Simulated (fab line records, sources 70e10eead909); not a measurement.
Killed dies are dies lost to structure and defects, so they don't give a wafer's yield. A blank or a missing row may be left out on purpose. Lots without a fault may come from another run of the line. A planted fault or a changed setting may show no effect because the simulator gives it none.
One fault seen from 2 desks | flow nand_harc | each desk has only its own numbers; what lay behind them comes last

THE TOOL OWNER'S DESK: pecvd_onon-03
The tool's own readings at NHARC_A_ONON_D1_DEP_16 (target thk 1000 nm): means of the sampled wafers that have a number, for each lot that ran on this tool. A lot is out of limits, marked OUT, if its mean lies more than 4 standard deviations from the usual mean; the brackets give that distance.
Columns: A = sih4_flow_sccm at NHARC_A_ONON_D1_DEP_16, usual 210.1 sccm
lot  | first seen here | A
L677 | day 10 07:14    | 210.3
L679 | day 11 01:01    | 209.9
L682 | day 12 08:58    | 210.1
L687 | day 14 06:17    | 211.1
L685 | day 14 06:38    | 210.7
L695 | day 17 21:10    | 209.7
This desk's finding: nothing out of limits on any of the 6 lots.

THE METROLOGY DESK
What the gauges read, lot by lot, whatever tool the lot ran on: means of the sampled wafers that have a number. A lot is out of limits, marked OUT, if its mean lies more than 4 standard deviations from the usual mean; the brackets give that distance.
Columns: A = thk_nm at NHARC_A_SOURCE_PLATE_THK_MEAS_06, usual 200.0 nm; B = thk_nm at NHARC_A_ONON_D1_THK_MEAS_18, usual 1002 nm
lot  | first seen here | A     | B
L673 | day 8 09:27     | 197.8 | 1003
L675 | day 9 10:31     | 199.5 | 996
L676 | day 9 15:20     | 198.0 | 1010
L677 | day 9 21:04     | 199.3 | 997
L678 | day 10 05:20    | 202.0 | 1011
L679 | day 10 14:52    | 198.2 | 1005
L682 | day 11 22:47    | 203.0 | 997
L685 | day 13 16:43    | 203.0 | 1580 (+70) OUT
L687 | day 13 16:43    | 199.0 | 1583 (+70) OUT
L688 | day 14 12:19    | 199.9 | 994
L689 | day 14 19:30    | 201.3 | 1001
L692 | day 16 06:25    | 201.8 | 994
L694 | day 16 16:11    | 200.8 | 1017
L695 | day 17 10:51    | 203.6 | 1012
This desk's finding: out of limits on L685, L687; first on L687, day 14 06:47 (thk_nm at NHARC_A_ONON_D1_THK_MEAS_18). In limits: L673, L675, L676, L677, L678, L679, L682, L688, L689, L692, L694, L695.

PUT TOGETHER
The metrology desk could have raised an alarm at day 14 06:47, on L685, L687.
The tool owner's desk saw nothing out of limits.
The tool owner's desk has L685, L687 on record, within its limits.
Of the lots named, all ran NHARC_A_ONON_D1_DEP_16 on pecvd_onon-03.

WHAT THE SIMULATOR HAD PUT IN
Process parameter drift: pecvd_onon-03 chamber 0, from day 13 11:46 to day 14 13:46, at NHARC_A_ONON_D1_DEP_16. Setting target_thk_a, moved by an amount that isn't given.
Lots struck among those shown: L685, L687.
Hours from the fault's start to each desk's first reading out of limits: the metrology desk, 19.
